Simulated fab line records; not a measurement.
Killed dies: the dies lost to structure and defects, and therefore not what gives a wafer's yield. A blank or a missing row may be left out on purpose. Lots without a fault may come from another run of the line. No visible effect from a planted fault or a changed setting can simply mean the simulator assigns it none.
2 desks, one fault :: flow n5-finfet :: each desk holds nothing but its own numbers, with what lay behind them at the end

## METROLOGY DESK
Lot by lot, what the gauges showed, no matter which tool ran the lot: averages of those sampled wafers that carry a number. Marked OUT: a lot whose mean sits more than 4 standard deviations from the usual mean, which makes it out of limits; the brackets give that distance. Only the readings that lie furthest out on some lot appear, 7 of the 10 it has.
Columns: A = DIBL_N at N5_BEOL_M4_RC_MEAS_101, usual 35.9 mV/V; B = DIBL_P at N5_BEOL_M4_RC_MEAS_101, usual 36.2 mV/V; C = IOFF_P at N5_BEOL_M4_RC_MEAS_101, usual 0.22 nA/um; D = ION_N at N5_BEOL_M4_RC_MEAS_101, usual 676 uA/um; E = ION_P at N5_BEOL_M4_RC_MEAS_101, usual 465 uA/um; F = SS_P at N5_BEOL_M4_RC_MEAS_101, usual 73.2 mV/dec; G = VT_P at N5_BEOL_M4_RC_MEAS_101, usual -250 mV
lot: L748
first seen here: day 8 14:21
A: 35.1
B: 34.6
C: 0.17
D: 669
E: 452
F: 72.4
G: -252

lot: L749
first seen here: day 8 21:01
A: 32.1
B: 33.1
C: 0.16
D: 658
E: 454
F: 71.9
G: -251

lot: L750
first seen here: day 9 03:10
A: 35.9
B: 35.4
C: 0.24
D: 677
E: 472
F: 73.6
G: -245

lot: L751
first seen here: day 9 22:53
A: 35.3
B: 36.0
C: 0.19
D: 667
E: 457
F: 73.6
G: -256

lot: L761
first seen here: day 11 20:20
A: 35.2
B: 35.4
C: 0.17
D: 676
E: 458
F: 72.5
G: -255

lot: L764
first seen here: day 12 20:40
A: 38.5
B: 38.9
C: 0.27
D: 683
E: 470
F: 74.3
G: -245

lot: L765
first seen here: day 13 02:40
A: 38.0
B: 39.0
C: 0.26
D: 681
E: 470
F: 73.7
G: -246

lot: L766
first seen here: day 13 04:31
A: 37.3
B: 38.0
C: 0.27
D: 686
E: 477
F: 73.3
G: -247

lot: L769
first seen here: day 14 09:07
A: 35.6
B: 35.8
C: 0.15
D: 676
E: 457
F: 73.0
G: -258
Result from this desk: across the 9 lots, nothing is out of limits.

## THE TOOL OWNER'S DESK: pecvd-01
The tool's own readings at N5_BEOL_M2_PECVD_72 (deposits SiO2 from TEOS/O2, target thk 16 nm, time 18 s): means of the sampled wafers that have a number, for each lot that ran on this tool. Marked OUT: a lot whose mean sits more than 4 standard deviations from the usual mean, which makes it out of limits; the brackets give that distance.
Columns: A = heater-power-w at N5_BEOL_M2_PECVD_72, usual 698 W; B = showerhead-plenum-p-Torr at N5_BEOL_M2_PECVD_72, usual 8.76 Torr; C = throttle-valve-pct at N5_BEOL_M2_PECVD_72, usual 21.8 %
lot: L751
first seen here: day 7 22:21
A: 743
B: 8.71
C: 21.2

lot: L761
first seen here: day 10 10:14
A: 786
B: 8.70
C: 20.6
Result from this desk: across the 2 lots, nothing is out of limits.

## ALL TOGETHER
From the metrology desk's view, nothing was out of limits.
The tool owner's desk saw nothing out of limits.

## WHAT THE SIMULATOR HAD INSERTED
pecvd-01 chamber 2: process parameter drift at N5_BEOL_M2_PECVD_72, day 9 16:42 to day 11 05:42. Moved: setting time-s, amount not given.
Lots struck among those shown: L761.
